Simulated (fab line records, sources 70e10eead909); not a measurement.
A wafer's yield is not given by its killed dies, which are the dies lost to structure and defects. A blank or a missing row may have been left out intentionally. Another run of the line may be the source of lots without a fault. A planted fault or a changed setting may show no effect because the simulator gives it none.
Matching of chambers | flow nand-harc | NHARC_A_STAIRCASE_DESCUM_219 on rie-diel-06 has 4 sister chambers
The step chemistry O2, time 3 s. 16 wafers are shown with their chamber, then 8 later ones without.

WAFERS WITH THEIR CHAMBER
wafer  | chamber | drypump-motor-current-A (A) | showerhead-plenum-p-Torr (Torr) | rf-vpp-V (V)
L075.3 | 0       | 5.6                         | 1.94                            | 59.0
L075.4 | 1       | 6.3                         | 1.79                            | 55.3
L075.6 | 3       | 5.5                         | 2.06                            | 59.0
L078.3 | 2       | 5.8                         | 2.02                            | 57.1
L078.4 | 1       | 6.3                         | 1.79                            | 56.5
L078.5 | 0       | 5.6                         | 1.94                            | 57.6
L080.3 | 2       | 5.8                         | 2.01                            | 56.5
L080.4 | 0       | 5.6                         | 1.94                            | 56.5
L080.5 | 2       | 5.8                         | 2.01                            | 58.1
L084.1 | 1       | 6.4                         | 1.78                            | 56.9
L084.3 | 3       | 5.5                         | 2.05                            | 57.3
L084.6 | 0       | 5.6                         | 1.94                            | 56.7
L086.2 | 1       | 6.4                         | 1.78                            | 57.2
L086.4 | 3       | 5.5                         | 2.05                            | 58.1
L086.6 | 0       | 5.6                         | 1.94                            | 57.5
L093.1 | 3       | 5.5                         | 2.04                            | 57.1

SIGNATURES, as means of the wafers listed above
reading                  | chamber 0 | chamber 1 | chamber 2 | chamber 3 | scatter within a chamber
drypump-motor-current-A  | 5.600     | 6.350     | 5.800     | 5.500     | 0.0289
showerhead-plenum-p-Torr | 1.9400    | 1.7850    | 2.0133    | 2.0500    | 0.00553
rf-vpp-V                 | 57.460    | 56.475    | 57.233    | 57.875    | 0.891
Rule: a wafer lies at a distance from a chamber equal to the root of the sum of squares, over the readings, of (its reading less the chamber's mean, divided by the reading's scatter). If the next closest chamber is less than 2 further off than the closest, the wafer can't be placed; otherwise it belongs to the closest. The scatter is the square root of a quotient: the sum, over the shown wafers, of each reading's squared deviation from its chamber's mean, divided by wafers minus chambers.

WAFERS WITH NO CHAMBER GIVEN
wafer  | drypump-motor-current-A (A) | showerhead-plenum-p-Torr (Torr) | rf-vpp-V (V)
L093.2 | 6.4                         | 1.78                            | 56.8
L093.6 | 5.8                         | 2.01                            | 57.9
L094.1 | 5.6                         | 1.93                            | 57.7
L094.5 | 5.5                         | 2.04                            | 58.1
L094.6 | 5.8                         | 2.00                            | 58.1
L096.2 | 5.8                         | 2.00                            | 57.3
L096.4 | 5.6                         | 1.93                            | 57.7
L096.6 | 6.4                         | 1.78                            | 57.4

WHICH CHAMBER EACH ONE RAN IN
wafer  | from the rows above | in truth
L093.2 | 1                   | 1
L093.6 | 2                   | 2
L094.1 | 0                   | 0
L094.5 | 3                   | 3
L094.6 | 2                   | 2
L096.2 | 2                   | 2
L096.4 | 0                   | 0
L096.6 | 1                   | 1
Correctly placed: 8 of 8. Left unplaced by these rows: 0. Number placed wrongly: 0.
